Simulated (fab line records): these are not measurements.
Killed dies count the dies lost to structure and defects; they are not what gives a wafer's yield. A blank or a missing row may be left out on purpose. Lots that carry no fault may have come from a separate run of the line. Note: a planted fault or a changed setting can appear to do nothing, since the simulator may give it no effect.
fab line records :: flow n5-finfet
[record]
  lots = 4
  wafers = 11
  last-day = 21
route steps=1938 shown WELL_APT@21 PMOS_HMC_CHANNEL_EPI@57 BEOL_M4@1111 PASSIVATION@1936
lots that met no fault: taken from a fault-free run of the same line
start-h: the number of hours between the record's first day and the start of the first shown wafer of the lot :: wait-h: time in hours since the lot's previous step :: " repeats the value in the row above :: L1.1+2: a single row standing in for several wafers :: - no value, or no start given :: * or withheld: withheld :: < > ~ a bound
route shown NAME@n: a module of which the file shows steps, and the number in the route of the first :: usual: mean/standard deviation taken from wafers without a fault :: same: alike in all rows :: chamber/n: place in a boat :: sites: the reading at each site :: _std_site: how widely they spread, as a standard deviation :: _edge_site: inner sites' mean taken away from outer sites' mean :: radius-mm: how far each site lies from the wafer's centre :: mask NAME#n: copy n :: behind: tool/chamber where the wafer was last shaped :: hold: why the lot went on hold/how many hours it stayed there/how the hold came to an end :: device: which transistor (n, p or np) failed to switch :: end of line: the route-end tests of the same wafers :: a step given without rows: its recipe and nothing more :: killed: count of dies lost to structure and defects at first sort (not the wafer's yield) :: map: a wafer's dies, x killed, . not, _ none there
set.NAME: the setting the step ran with; set.NAME@STEP: the setting that earlier step ran with :: model.NAME: the simulator's own value behind a step, which no gauge read
a table for each step, a row for each wafer; lots at some steps of the route
services: from which hour (start-h, from the record's first day; less than 0 if before it) a tool's chamber was out of use, for how many hours, and why
[[steps]]
[step N5_WELL_APT_COAT_02]
[recipe]
  spin-rpm = 1357
  resist-thk-nm = 950
[step N5_WELL_APT_EBR_04]
[recipe]
  solvent = PGMEA
  ebr-width-mm = 1.5
[step N5_WELL_APT_SOFTBAKE_03]
[recipe]
  temp-c = 130
  time-s = 60
[step N5_WELL_APT_EXPOSE_05]
[recipe]
  mask-id = NWELL
  na = 0.8
  source-shape = conventional
  sigma-outer = 0.8
  polarization = unpolarized
  defocus-nm = 0
  target-cd-nm = 200
  dose-mj = 20.3
[step N5_WELL_APT_PEB_06]
[recipe]
  peb-temp-c = 130
  peb-time-s = 90
[step N5_WELL_APT_DEVELOP_07]
[recipe]
  develop-time-s = 45
  rinse-liquid = surfactant-rinse
  dry = air-spin
  dev-temp-c = 21
[step N5_WELL_APT_HARDBAKE_12]
[recipe]
  temp-c = 130
  time-s = 120
[step N5_WELL_APT_DESCUM_13]
[recipe]
  chemistry = O2
  time-s = 7.9
  source-power-w = 50
  bias-power-w = 20
  pressure-mtorr = 20
  rf-frequency-hz = 2.712e+07
  temp-c = 40
  o2-flow-sccm = 225
[step N5_WELL_APT_IMPLANT_14]
[recipe]
  species = P
  energy-kev = 160
  dose-cm2 = 1.5e+13
  tilt-deg = 0
  rotation-deg = 0
[step N5_WELL_APT_IMPLANT_15]
[recipe]
  species = As
  energy-kev = 25
  dose-cm2 = 1.5e+13
  tilt-deg = 0
  rotation-deg = 0
[usual]
  beam-energy-keV = 24.999/0.0068
  beam-on-s = 9.99/0.21
  tilt-deg = -0.006/0.022
lot.wafer: L749.2
tool: implanter-02
chamber: -
start-h: 98.20
wait-h: 0.1
beam-energy-keV: -
beam-on-s: -
tilt-deg: -

lot.wafer: L749.3
tool: implanter-02
chamber: -
start-h: 98.20
wait-h: 0.1
beam-energy-keV: -
beam-on-s: -
tilt-deg: -

lot.wafer: L749.4
tool: implanter-02
chamber: -
start-h: 98.20
wait-h: 0.1
beam-energy-keV: -
beam-on-s: -
tilt-deg: -

lot.wafer: L750.3
tool: implanter-01
chamber: -
start-h: 104.50
wait-h: 0.1
beam-energy-keV: -
beam-on-s: -
tilt-deg: -

lot.wafer: L750.4
tool: implanter-01
chamber: -
start-h: 104.50
wait-h: 0.1
beam-energy-keV: -
beam-on-s: -
tilt-deg: -

lot.wafer: L750.6
tool: implanter-01
chamber: -
start-h: 104.50
wait-h: 0.1
beam-energy-keV: -
beam-on-s: -
tilt-deg: -

lot.wafer: L751.3
tool: implanter-02
chamber: 0
start-h: 110.50
wait-h: 0.3
beam-energy-keV: 25.002
beam-on-s: 10.20
tilt-deg: -0.003

lot.wafer: L751.4
tool: implanter-02
chamber: 0
start-h: 110.50
wait-h: 0.3
beam-energy-keV: 24.990
beam-on-s: 10.07
tilt-deg: 0.011

lot.wafer: L757.2
tool: implanter-02
chamber: 0
start-h: 146.81
wait-h: 0.1
beam-energy-keV: 25.005
beam-on-s: 9.93
tilt-deg: -0.010

lot.wafer: L757.3
tool: implanter-02
chamber: 0
start-h: 146.81
wait-h: 0.1
beam-energy-keV: 25.010
beam-on-s: 9.99
tilt-deg: -0.021

lot.wafer: L757.4
tool: implanter-02
chamber: 0
start-h: 146.81
wait-h: 0.1
beam-energy-keV: 25.000
beam-on-s: 9.91
tilt-deg: 0.013
[step N5_WELL_APT_STRIP_16]
[recipe]
  chemistry = SPM
  time-s = 900
  temp-c = 130
  h2so4-h2o2-vol-ratio = 4
  dry = ipa-marangoni
[step N5_WELL_APT_HMDS_18]
[recipe]
  time-s = 60
  temp-c = 120
[step N5_WELL_APT_COAT_19]
[recipe]
  spin-rpm = 1357
  resist-thk-nm = 950
[step N5_WELL_APT_EBR_21]
[recipe]
  solvent = PGMEA
  ebr-width-mm = 1.5
[step N5_WELL_APT_SOFTBAKE_20]
[recipe]
  temp-c = 130
  time-s = 60
[step N5_WELL_APT_EXPOSE_22]
[recipe]
  mask-id = PWELL
  na = 0.8
  source-shape = conventional
  sigma-outer = 0.8
  polarization = unpolarized
  defocus-nm = 0
  target-cd-nm = 200
  dose-mj = 23.2
[step N5_WELL_APT_PEB_23]
[recipe]
  peb-temp-c = 130
  peb-time-s = 90
[step N5_WELL_APT_DEVELOP_24]
[recipe]
  develop-time-s = 45
  rinse-liquid = surfactant-rinse
  dry = air-spin
  dev-temp-c = 21
[step N5_WELL_APT_HARDBAKE_29]
[recipe]
  temp-c = 130
  time-s = 120
[step N5_WELL_APT_DESCUM_30]
[recipe]
  chemistry = O2
  time-s = 7.9
  source-power-w = 50
  bias-power-w = 20
  pressure-mtorr = 20
  rf-frequency-hz = 2.712e+07
  temp-c = 40
  o2-flow-sccm = 225
[step N5_WELL_APT_IMPLANT_31]
[recipe]
  species = B
  energy-kev = 60
  dose-cm2 = 1.5e+13
  tilt-deg = 0
  rotation-deg = 0
[step N5_WELL_APT_IMPLANT_32]
[recipe]
  species = BF2
  energy-kev = 50
  dose-cm2 = 2e+13
  tilt-deg = 0
  rotation-deg = 0
[step N5_WELL_APT_STRIP_33]
[recipe]
  chemistry = SPM
  time-s = 900
  temp-c = 130
  h2so4-h2o2-vol-ratio = 4
  dry = ipa-marangoni
[step N5_WELL_APT_RTA_34]
[recipe]
  temp-c = 1000
  time-s = 10
  ambient = N2
  idle-temp-c = 600
  ramp-up-c-per-s = 150
  ramp-down-c-per-s = 60
  cool-to-c = 600
[step N5_WELL_APT_OXIDE_STRIP_42]
[recipe]
  chemistry = dHF
  dilution = 25:1
  time-s = 45
  temp-c = 25
  target = SiO2
  target-depth-a = 120
[step N5_WELL_APT_PRECLEAN_36]
[recipe]
  chemistry = O3/DIW
  time-s = 45
  temp-c = 22
  o3-ppm = 10
[step N5_WELL_APT_PRECLEAN_39]
[recipe]
  chemistry = dHF
  time-s = 60
  dilution = 150:1
  temp-c = 25
[step N5_WELL_APT_SRD_37]
[recipe]
  dry = ipa-marangoni
  do-ppb = 5
  time-s = 30
  temp-c = 23
  rinse-liquid = diw
[step N5_WELL_APT_EPI_41]
[recipe]
  material = Si
  target-thk-a = 500
  temp-c = 650
  precursor = SiH4/H2
  pressure-torr = 20
  time-s = 297.7
[step N5_PMOS_HMC_CHANNEL_EPI_HM_DEP_34]
[recipe]
  material = SiO2
  target-thk-a = 360
  temp-c = 400
  precursor = TEOS/O2
  pressure-torr = 6.5
  rf-w = 900
  teos-flow-sccm = 161.4
  gas = O2
  flow-sccm = 2650
  time-s = 6.9
[step N5_PMOS_HMC_CHANNEL_EPI_COAT_31]
[recipe]
  resist = BARC
  temp-c = 205
  time-s = 60
  spin-rpm = 1500
  resist-thk-nm = 66
[step N5_PMOS_HMC_CHANNEL_EPI_COAT_03]
[recipe]
  resist = CAR-ArF-block
  spin-rpm = 1500
  resist-thk-nm = 205
[step N5_PMOS_HMC_CHANNEL_EPI_EBR_05]
[recipe]
  solvent = PGMEA
  ebr-width-mm = 1.5
[step N5_PMOS_HMC_CHANNEL_EPI_SOFTBAKE_04]
[recipe]
  temp-c = 110
  time-s = 60
  resist = CAR-ArF-block
[step N5_PMOS_HMC_CHANNEL_EPI_EXPOSE_06]
[recipe]
  mask-id = PMOS_HMC_BLK
  na = 1.35
  source-shape = conventional
  sigma-outer = 0.8
  polarization = unpolarized
  target-cd-nm = 240
  dose-mj = 41
[step N5_BEOL_M4_RC_MEAS_101]
[usual]
  CJ_P = 5.75/0.28
  DIBL_N = 37.7/2
  DIBL_P = 37.7/2.3
  IOFF_N = 0.18/0.039
  IOFF_P = 0.23/0.042
  IOFF_P_85C = 3.9/0.6
  IOFF_P_LIN = 0.105/0.014
  ION_N = 681/12
  ION_P = 463/8
  SS_N = 71.9/0.68
  SS_P = 73.6/0.71
  VT_N = 248/3.2
  VT_P = -249/3.1
lot.wafer: L750.3
tool: prober-01
chamber: 0
start-h: 345.19
wait-h: 0.3
CJ_P: 1.01
DIBL_N[mV/V]: 37.6
DIBL_P[mV/V]: 43.1
IOFF_N[nA/um]: 0.16
IOFF_P[nA/um]: 0.47
IOFF_P_85C[nA/um]: 7.1
IOFF_P_LIN[nA/um]: 0.151
ION_N[uA/um]: 693
ION_P[uA/um]: 488
SS_N[mV/dec]: 71.9
SS_P[mV/dec]: 76.6
VT_N[mV]: 250
VT_P[mV]: -245

lot.wafer: L750.4
tool: prober-01
chamber: 0
start-h: 345.19
wait-h: 0.3
CJ_P: 1.00
DIBL_N[mV/V]: 35.9
DIBL_P[mV/V]: 37.9
IOFF_N[nA/um]: 0.13
IOFF_P[nA/um]: 0.27
IOFF_P_85C[nA/um]: 4.5
IOFF_P_LIN[nA/um]: 0.117
ION_N[uA/um]: 675
ION_P[uA/um]: 477
SS_N[mV/dec]: 71.2
SS_P[mV/dec]: 73.3
VT_N[mV]: 249
VT_P[mV]: -249

lot.wafer: L750.6
tool: prober-01
chamber: 0
start-h: 345.19
wait-h: 0.3
CJ_P: 1.00
DIBL_N[mV/V]: 38.6
DIBL_P[mV/V]: 42.9
IOFF_N[nA/um]: 0.16
IOFF_P[nA/um]: 0.42
IOFF_P_85C[nA/um]: 6.5
IOFF_P_LIN[nA/um]: 0.145
ION_N[uA/um]: 673
ION_P[uA/um]: 477
SS_N[mV/dec]: 72.0
SS_P[mV/dec]: 76.7
VT_N[mV]: 249
VT_P[mV]: -245

lot.wafer: L749.2
tool: prober-01
chamber: 0
start-h: 349.89
wait-h: 0.2
CJ_P: 1.01
DIBL_N[mV/V]: 39.1
DIBL_P[mV/V]: 55.1
IOFF_N[nA/um]: 0.21
IOFF_P[nA/um]: 1.42
IOFF_P_85C[nA/um]: 17.9
IOFF_P_LIN[nA/um]: 0.238
ION_N[uA/um]: 689
ION_P[uA/um]: 484
SS_N[mV/dec]: 72.1
SS_P[mV/dec]: 85.5
VT_N[mV]: 246
VT_P[mV]: -239

lot.wafer: L749.3
tool: prober-01
chamber: 0
start-h: 349.89
wait-h: 0.2
CJ_P: 1.00
DIBL_N[mV/V]: 36.2
DIBL_P[mV/V]: 43.0
IOFF_N[nA/um]: 0.15
IOFF_P[nA/um]: 0.53
IOFF_P_85C[nA/um]: 7.8
IOFF_P_LIN[nA/um]: 0.154
ION_N[uA/um]: 686
ION_P[uA/um]: 479
SS_N[mV/dec]: 71.1
SS_P[mV/dec]: 78.5
VT_N[mV]: 248
VT_P[mV]: -243

lot.wafer: L749.4
tool: prober-01
chamber: 0
start-h: 349.89
wait-h: 0.2
CJ_P: 1.02
DIBL_N[mV/V]: 36.9
DIBL_P[mV/V]: 53.0
IOFF_N[nA/um]: 0.15
IOFF_P[nA/um]: 1.41
IOFF_P_85C[nA/um]: 17.9
IOFF_P_LIN[nA/um]: 0.225
ION_N[uA/um]: 677
ION_P[uA/um]: 486
SS_N[mV/dec]: 71.7
SS_P[mV/dec]: 86.8
VT_N[mV]: 251
VT_P[mV]: -243

lot.wafer: L751.3
tool: prober-02
chamber: 0
start-h: 358.40
wait-h: 0.3
CJ_P: 5.61
DIBL_N[mV/V]: 40.2
DIBL_P[mV/V]: 41.9
IOFF_N[nA/um]: 0.23
IOFF_P[nA/um]: 0.27
IOFF_P_85C[nA/um]: 4.5
IOFF_P_LIN[nA/um]: 0.114
ION_N[uA/um]: 682
ION_P[uA/um]: 461
SS_N[mV/dec]: 72.8
SS_P[mV/dec]: 74.6
VT_N[mV]: 246
VT_P[mV]: -249

lot.wafer: L751.4
tool: prober-02
chamber: 0
start-h: 358.40
wait-h: 0.3
CJ_P: 5.77
DIBL_N[mV/V]: 37.7
DIBL_P[mV/V]: 39.5
IOFF_N[nA/um]: 0.18
IOFF_P[nA/um]: 0.22
IOFF_P_85C[nA/um]: 3.7
IOFF_P_LIN[nA/um]: 0.099
ION_N[uA/um]: 686
ION_P[uA/um]: 462
SS_N[mV/dec]: 71.9
SS_P[mV/dec]: 73.5
VT_N[mV]: 245
VT_P[mV]: -251

lot.wafer: L757.2
tool: prober-02
chamber: 0
start-h: 389.25
wait-h: 0.2
CJ_P: 6.29
DIBL_N[mV/V]: 33.0
DIBL_P[mV/V]: 31.6
IOFF_N[nA/um]: 0.11
IOFF_P[nA/um]: 0.16
IOFF_P_85C[nA/um]: 2.9
IOFF_P_LIN[nA/um]: 0.084
ION_N[uA/um]: 654
ION_P[uA/um]: 450
SS_N[mV/dec]: 70.5
SS_P[mV/dec]: 72.0
VT_N[mV]: 255
VT_P[mV]: -252

lot.wafer: L757.3
tool: prober-02
chamber: 0
start-h: 389.25
wait-h: 0.2
CJ_P: 6.02
DIBL_N[mV/V]: 36.0
DIBL_P[mV/V]: 36.1
IOFF_N[nA/um]: 0.16
IOFF_P[nA/um]: 0.22
IOFF_P_85C[nA/um]: 3.8
IOFF_P_LIN[nA/um]: 0.103
ION_N[uA/um]: 661
ION_P[uA/um]: 457
SS_N[mV/dec]: 71.9
SS_P[mV/dec]: 74.1
VT_N[mV]: 248
VT_P[mV]: -250

lot.wafer: L757.4
tool: prober-02
chamber: 0
start-h: 389.25
wait-h: 0.2
CJ_P: 6.10
DIBL_N[mV/V]: 35.5
DIBL_P[mV/V]: 35.9
IOFF_N[nA/um]: 0.17
IOFF_P[nA/um]: 0.21
IOFF_P_85C[nA/um]: 3.8
IOFF_P_LIN[nA/um]: 0.105
ION_N[uA/um]: 680
ION_P[uA/um]: 470
SS_N[mV/dec]: 71.7
SS_P[mV/dec]: 72.5
VT_N[mV]: 249
VT_P[mV]: -246
[step N5_PASSIVATION_PROBE_49]
[usual]
  defect-limited-yield = 91.1/1.4
  killed_at_M0_to_M3 = 34/9.6
  killed_at_M4_up = 15/5.3
  killed-at-contacts = 12/6.1
  killed-at-front-end = 40/11
  killed-at-other = 3.5/2.8
  killed-dies = 105/17
  killed-open = 70/12
  killed-short = 34/7.7
  sort_bin_4_leakage = 0.01/0.07
  sort_bin_5_function = 5.2/0.97
  sort_bin_6_memory = 3.4/0.62
  sort-n-pass = 1075/17
  sort-yield-pct = 91.1/1.4
[same]
  gross-dies = 1180
  killed-at-back-side = 0
  sort_bin_8_speed[%] = 0
lot.wafer: L750.3
tool: prober-01
chamber: -
start-h: 450.49
wait-h: 0.1
defect-limited-yield[%]: 94.1
killed_at_M0_to_M3: 26
killed_at_M4_up: 4
killed-at-contacts: 6
killed-at-front-end: 32
killed-at-other: 2
killed-dies: 70
killed-open: 47
killed-short: 21
sort_bin_4_leakage[%]: 3.90
sort_bin_5_function[%]: 3.6
sort_bin_6_memory[%]: 2.0
sort-n-pass: 1064
sort-yield-pct[%]: 90.2

lot.wafer: L750.4
tool: prober-01
chamber: -
start-h: 450.54
wait-h: 0.2
defect-limited-yield[%]: 91.4
killed_at_M0_to_M3: 22
killed_at_M4_up: 13
killed-at-contacts: 7
killed-at-front-end: 54
killed-at-other: 6
killed-dies: 102
killed-open: 65
killed-short: 31
sort_bin_4_leakage[%]: 0
sort_bin_5_function[%]: 4.7
sort_bin_6_memory[%]: 3.5
sort-n-pass: 1078
sort-yield-pct[%]: 91.4

lot.wafer: L750.6
tool: prober-01
chamber: -
start-h: 450.64
wait-h: 0.3
defect-limited-yield[%]: 91.4
killed_at_M0_to_M3: 42
killed_at_M4_up: 9
killed-at-contacts: 17
killed-at-front-end: 33
killed-at-other: 1
killed-dies: 102
killed-open: 70
killed-short: 27
sort_bin_4_leakage[%]: 0.85
sort_bin_5_function[%]: 4.8
sort_bin_6_memory[%]: 3.7
sort-n-pass: 1068
sort-yield-pct[%]: 90.5

lot.wafer: L749.2
tool: prober-02
chamber: -
start-h: 462.19
wait-h: 0.1
defect-limited-yield[%]: 91.3
killed_at_M0_to_M3: 21
killed_at_M4_up: 31
killed-at-contacts: 3
killed-at-front-end: 46
killed-at-other: 2
killed-dies: 103
killed-open: 69
killed-short: 25
sort_bin_4_leakage[%]: 91.27
sort_bin_5_function[%]: 4.6
sort_bin_6_memory[%]: 3.4
sort-n-pass: 0
sort-yield-pct[%]: 0

lot.wafer: L749.3
tool: prober-02
chamber: -
start-h: 462.24
wait-h: 0.1
defect-limited-yield[%]: 90.0
killed_at_M0_to_M3: 37
killed_at_M4_up: 21
killed-at-contacts: 9
killed-at-front-end: 50
killed-at-other: 1
killed-dies: 118
killed-open: 89
killed-short: 28
sort_bin_4_leakage[%]: 9.83
sort_bin_5_function[%]: 6.5
sort_bin_6_memory[%]: 3.3
sort-n-pass: 946
sort-yield-pct[%]: 80.2

lot.wafer: L749.4
tool: prober-02
chamber: -
start-h: 462.29
wait-h: 0.2
defect-limited-yield[%]: 90.0
killed_at_M0_to_M3: 42
killed_at_M4_up: 20
killed-at-contacts: 8
killed-at-front-end: 40
killed-at-other: 8
killed-dies: 118
killed-open: 72
killed-short: 46
sort_bin_4_leakage[%]: 90.00
sort_bin_5_function[%]: 6.4
sort_bin_6_memory[%]: 3.4
sort-n-pass: 0
sort-yield-pct[%]: 0
// killed by level:class
L750.3 BEOL_M2:geometric-particle:open=7 FIN_SAQP:geometric-particle:short=7 DUMMY_GATE:geometric-particle:open=5 MOL_CONTACT_COAG:geometric-particle:open=5 STARTING-WAFER:geometric-particle:open=5 FIN_SAQP:geometric-particle:open=4 STI_FIN_REVEAL:geometric-particle:open=4 BEOL_M1:geometric-particle:open=4
L750.4 FIN_SAQP:geometric-particle:short=15 FIN_SAQP:geometric-particle:open=12 STI_FIN_REVEAL:geometric-particle:open=10 BEOL_M2:geometric-particle:open=8 BEOL_M4:geometric-particle:open=8 MOL_CONTACT_COAG:geometric-particle:open=6 BEOL_M1:geometric-particle:open=5 HKMG_FIN:area-etch=5
L750.6 MOL_CONTACT_COAG:geometric-particle:open=16 BEOL_M1:geometric-particle:open=10 BEOL_M0_SAQP:geometric-particle:short=8 BEOL_M2:geometric-particle:open=8 FIN_SAQP:geometric-particle:open=7 BEOL_M3:geometric-particle:open=7 FIN_SAQP:geometric-particle:short=6 STI_FIN_REVEAL:geometric-particle:open=5
L749.2 BEOL_M4:geometric-particle:open=16 STI_FIN_REVEAL:geometric-particle:open=12 BEOL_M3:geometric-particle:open=12 FIN_SAQP:geometric-particle:short=8 HKMG_FIN:area-etch=8 FIN_SAQP:geometric-particle:open=6 BEOL_M4:geometric-particle:short=4 DUMMY_GATE:geometric-particle:open=3
L749.3 STI_FIN_REVEAL:geometric-particle:open=28 BEOL_M0_SAQP:geometric-particle:open=9 BEOL_M3:geometric-particle:open=9 MOL_CONTACT_COAG:geometric-particle:open=8 BEOL_M1:geometric-particle:open=7 BEOL_M0_SAQP:geometric-particle:short=6 BEOL_M7:geometric-particle:short=5 FIN_SAQP:geometric-particle:short=4
L749.4 STI_FIN_REVEAL:geometric-particle:open=19 BEOL_M3:geometric-particle:open=13 BEOL_M4:geometric-particle:open=12 BEOL_M2:geometric-particle:short=9 MOL_CONTACT_COAG:geometric-particle:open=7 FIN_SAQP:geometric-particle:short=6 BEOL_M1:geometric-particle:short=6 GATE_CUT:geometric-particle:short=5
// map L749.3 (x killed, . not)
_________________......x...x.________________
______________..x........x..x..._____________
___________..xx.............x.x....__________
__________.......xx..........x..x..x_________
________.....x.....x..x...x........x.._______
_______.............x.................x______
______....xx...x....x......x...........x_____
_____....x...............x.x.......x..x..____
____xx....xx.................x...........x___
___.xx..........x...................x......__
___.........x................x..x..........__
__..............x.....x....x...xx..........._
__........x.........x.................x..x.._
_.....x....x...........x...x..........x......
_............................x...x...........
_x.x.x.............x.....x...................
_................x...x.......................
_.........x...x..x..........x..x..x..........
_..........................................x.
_.....x........x..x...........xx.x...........
_.......x...x................................
__.....x..x......................xx........._
__.......x...x..................x..x........_
___..........x....xx.............x.........__
___.......x........xx....x.....x...........__
____.....x.........................x.x....___
_____....x............x..................____
______...........xx..........x.........._____
_______.........x......................______
________.............................x_______
__________.................x.....x.._________
___________....x..xx.........x.....__________
______________x................._____________
_________________.....x......________________
// map L750.4 (x killed, . not)
_________________...x........________________
______________...x..........xx.._____________
___________....................x...__________
__________x....xx......x..........x._________
________......xxx.x..................._______
_______.........................x......______
______.x.....................x..x..x...._____
_____x...x.......x.........x........x....____
____.x..........x......x.....x............___
___....x...................................__
___...........xx...........x...............__
__..................x.................x....._
__x..x...........xx...............x.......x._
_.....x..................x....x....xx........
_.....x...x.......x.........x................
_.........................x...xxx............
_.........................x..................
_xx..........x.......x.......................
_..................x.............x........x..
_....x.x.....x......x......x.................
_...............x........x...................
__.........x...x............x.............x._
__......x............x..x..................x_
___.............x..........................__
___...........x..........x........x........__
____............x....x....x..........x....___
_____.....xx........x...................x____
______..........x....x......x..........._____
_______.....x...x......x.....x....x....______
________.............................._______
__________....x..................x.._________
___________......x.................__________
______________.x.x.............._____________
_________________...x........________________
[[services]]
tool: implanter-01
chamber: -
start-h: 108.35
hours: 3.0
kind: repair
[[key]]
[first-sign]
  step = N5_WELL_APT_IMPLANT_15
  reading = tool-record
  direction = missing
[effect]
  step = N5_BEOL_M4_RC_MEAS_101
  reading = CJ_P
  direction = down
  sigmas = 17
  usual = 5.75
  struck = 1.01
[effect]
  step = N5_BEOL_M4_RC_MEAS_101
  reading = IOFF_P
  direction = up
  sigmas = 12
  usual = 0.23
  struck = 0.75
[effect]
  step = N5_BEOL_M4_RC_MEAS_101
  reading = IOFF_P_85C
  direction = up
  sigmas = 11
  usual = 3.9
  struck = 10.3
[effect]
  step = N5_BEOL_M4_RC_MEAS_101
  reading = SS_P
  direction = up
  sigmas = 8.4
  usual = 73.6
  struck = 79.6
  wafers-moved = 5
[effect]
  step = N5_BEOL_M4_RC_MEAS_101
  reading = IOFF_P_LIN
  direction = up
  sigmas = 4.6
  usual = 0.105
  struck = 0.172
  wafers-moved = 5
[effect]
  step = N5_BEOL_M4_RC_MEAS_101
  reading = DIBL_P
  direction = up
  sigmas = 3.5
  usual = 37.7
  struck = 45.8
  wafers-moved = 5
[effect]
  step = N5_BEOL_M4_RC_MEAS_101
  reading = ION_P
  direction = up
  sigmas = 2.4
  usual = 463
  struck = 482
  wafers-moved = 3
[effect]
  step = N5_BEOL_M4_RC_MEAS_101
  reading = VT_P
  direction = up
  sigmas = 1.8
  usual = -249
  struck = -244
  wafers-moved = 2
[effect]
  step = N5_PASSIVATION_PROBE_49
  reading = sort_bin_4_leakage
  direction = up
  sigmas = 99+
  usual = 0.01
  struck = 32.64
  wafers-moved = 5
met-at N5_WELL_APT_IMPLANT_15
struck-wafers L749.2,L749.3,L749.4,L750.3,L750.4,L750.6
[fault]
  kind = skipped-step-whole
  tool = implanter-01,implanter-02
  chamber = -
  onset-h = 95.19
  steps = N5_WELL_APT_IMPLANT_15
  scope = struck-lots-only
